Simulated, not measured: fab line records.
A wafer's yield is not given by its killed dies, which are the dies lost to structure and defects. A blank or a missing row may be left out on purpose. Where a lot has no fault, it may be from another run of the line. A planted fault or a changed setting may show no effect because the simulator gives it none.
Which of the tools did it? | flow n5Finfet | Sampling: 24 lots, 72 wafers, 3 of 1938 route steps

== WHAT THE GAUGES READ, wafer by wafer ==
N5_BEOL_M9_INSPECT_58: inspects for defects (darkfield).
lot  | measured     | on               | rawDefectCount
L074 | day 9 09:28  | defectInspect-02 | 78 67 50
L076 | day 10 01:24 | defectInspect-02 | 108 52 78
L075 | day 10 05:30 | defectInspect-02 | 79 59 43
L077 | day 10 14:02 | defectInspect-01 | 71 49 80
L078 | day 10 18:53 | defectInspect-01 | 66 52 52
L079 | day 11 01:53 | defectInspect-02 | 60 64 54
L080 | day 11 05:26 | defectInspect-02 | 64 94 101
L081 | day 11 05:36 | defectInspect-02 | 56 72 109
L082 | day 11 12:25 | defectInspect-02 | 75 65 89
L083 | day 11 16:38 | defectInspect-01 | 44 55 64
L084 | day 12 03:43 | defectInspect-01 | 72 96 42
L085 | day 12 07:50 | defectInspect-01 | 71 65 57
L086 | day 12 12:28 | defectInspect-01 | 54 56 47
L087 | day 13 02:21 | defectInspect-02 | 54 65 68
L089 | day 13 06:29 | defectInspect-01 | 68 66 99
L088 | day 13 10:52 | defectInspect-02 | 59 56 72
L091 | day 13 20:44 | defectInspect-01 | 131 91 133
L090 | day 13 21:03 | defectInspect-01 | 91 84 67
L092 | day 14 04:08 | defectInspect-02 | 73 111 91
L093 | day 14 14:25 | defectInspect-02 | 29 45 36
L094 | day 14 23:20 | defectInspect-02 | 67 68 62
L095 | day 15 03:02 | defectInspect-01 | 62 63 52
L096 | day 15 13:56 | defectInspect-01 | 54 56 83
L097 | day 15 14:20 | defectInspect-02 | 71 79 113

N5_BEOL_M10_CD_MEAS_11: target cd 64.1 nm.
lot  | measured     | on       | cdNm (nm)
L074 | day 9 12:02  | cdSem-02 | 64.8 65.0 64.0
L076 | day 10 03:25 | cdSem-03 | 64.9 65.4 64.5
L075 | day 10 07:26 | cdSem-02 | 64.0 64.7 64.3
L077 | day 10 15:28 | cdSem-03 | 65.2 64.3 65.5
L078 | day 10 20:11 | cdSem-02 | 64.2 64.9 63.8
L079 | day 11 04:05 | cdSem-02 | 63.1 65.3 64.9
L080 | day 11 07:48 | cdSem-01 | 64.8 64.5 64.0
L081 | day 11 07:58 | cdSem-01 | 63.5 64.3 63.6
L082 | day 11 15:06 | cdSem-02 | 65.1 63.9 63.1
L083 | day 11 19:24 | cdSem-02 | 65.5 65.0 65.4
L084 | day 12 06:10 | cdSem-03 | 64.1 64.4 64.0
L085 | day 12 10:21 | cdSem-02 | 64.4 64.7 64.4
L086 | day 12 14:57 | cdSem-02 | 64.9 64.0 64.3
L087 | day 13 04:26 | cdSem-01 | 65.1 66.3 65.3
L089 | day 13 09:09 | cdSem-03 | 63.5 64.6 64.4
L088 | day 13 12:32 | cdSem-01 | 63.6 63.7 64.9
L091 | day 14 02:16 | cdSem-03 | 64.6 63.7 63.9
L090 | day 14 02:26 | cdSem-01 | 64.2 63.6 63.7
L092 | day 14 06:26 | cdSem-01 | 64.6 64.0 64.5
L093 | day 14 15:46 | cdSem-03 | 65.7 65.8 65.2
L094 | day 15 01:26 | cdSem-02 | 64.5 63.3 64.7
L095 | day 15 07:01 | cdSem-02 | 64.4 64.1 65.3
L096 | day 15 15:01 | cdSem-02 | 64.5 65.1 65.4
L097 | day 15 17:05 | cdSem-01 | 64.6 64.1 63.5

== WHAT TOOL EACH LOT RAN ON (gives the tool, then ch and the chambers of the sampled wafers, and finally the start) ==
lot  | N5_BEOL_M9_PRE_CLEAN_45
L074 | pvdSputter-02, day 9 07:40
L076 | pvdSputter-03, day 9 23:47
L075 | pvdSputter-03, day 10 03:19
L077 | pvdSputter-02, day 10 11:45
L078 | pvdSputter-01, day 10 15:14
L079 | pvdSputter-03, day 10 22:24
L080 | pvdSputter-01, day 11 03:47
L081 | pvdSputter-02, day 11 03:52
L082 | pvdSputter-03, day 11 10:29
L083 | pvdSputter-03, day 11 14:52
L084 | pvdSputter-02, day 12 01:56
L085 | pvdSputter-02, day 12 05:58
L086 | pvdSputter-03, day 12 10:13
L087 | pvdSputter-03, day 13 00:26
L089 | pvdSputter-03, day 13 04:25
L088 | pvdSputter-02, day 13 09:07
L091 | pvdSputter-03, day 13 18:37
L090 | pvdSputter-03, day 13 19:02
L092 | pvdSputter-03, day 14 02:14
L093 | pvdSputter-03, day 14 12:52
L094 | pvdSputter-01, day 14 21:22
L095 | pvdSputter-01, day 15 01:09
L096 | pvdSputter-02, day 15 11:19
L097 | pvdSputter-03, day 15 11:41
- N5_BEOL_M9_PRE_CLEAN_45: time 30 s.

== AS READ BY THE TOOLS THEMSELVES (means over the sampled wafers that have a number; for cases with no such wafer, the mark the record gives instead) ==
N5_BEOL_M9_PRE_CLEAN_45.
lot  | tool          | heaterPowerW (W)
L074 | pvdSputter-02 | 310
L076 | pvdSputter-03 | 343
L075 | pvdSputter-03 | 358
L077 | pvdSputter-02 | 284
L078 | pvdSputter-01 | 317
L079 | pvdSputter-03 | 367
L080 | pvdSputter-01 | 335
L081 | pvdSputter-02 | 286
L082 | pvdSputter-03 | 312
L083 | pvdSputter-03 | 327
L084 | pvdSputter-02 | 279
L085 | pvdSputter-02 | 309
L086 | pvdSputter-03 | 354
L087 | pvdSputter-03 | 298
L089 | pvdSputter-03 | 328
L088 | pvdSputter-02 | 283
L091 | pvdSputter-03 | 302
L090 | pvdSputter-03 | 383
L092 | pvdSputter-03 | 318
L093 | pvdSputter-03 | 385
L094 | pvdSputter-01 | 349
L095 | pvdSputter-01 | 322
L096 | pvdSputter-02 | 304
L097 | pvdSputter-03 | 356

== THE ANSWER, worked out from the rows above alone ==
Rule: the lots themselves supply what counts as usual. The widest of any qualifying gaps counts: lots, ordered by their means at a reading, are off when they make up no more than a third of the lots, leave a main group of 4 or more, and stand apart from it by 3 or more times the standard deviation of that group's means. A main group whose means are all the same, to the digits that the tables above print for the reading, isn't used. Also off: a lot with no number at a reading for which 4 or more lots have one. Where the step has rows for the other lots, those lots are counted as sound. The gauges are gone through in route order, then the tools' own readings, and for those a lot's mean is taken as printed above. The first step at which some lot is off is used, and at that step the reading that is off furthest; a lot without a number counts as furthest.
No lot is off on any of the readings shown, so nothing can be concluded from this.

== WHAT HAD BEEN PUT IN BY THE SIMULATOR ==
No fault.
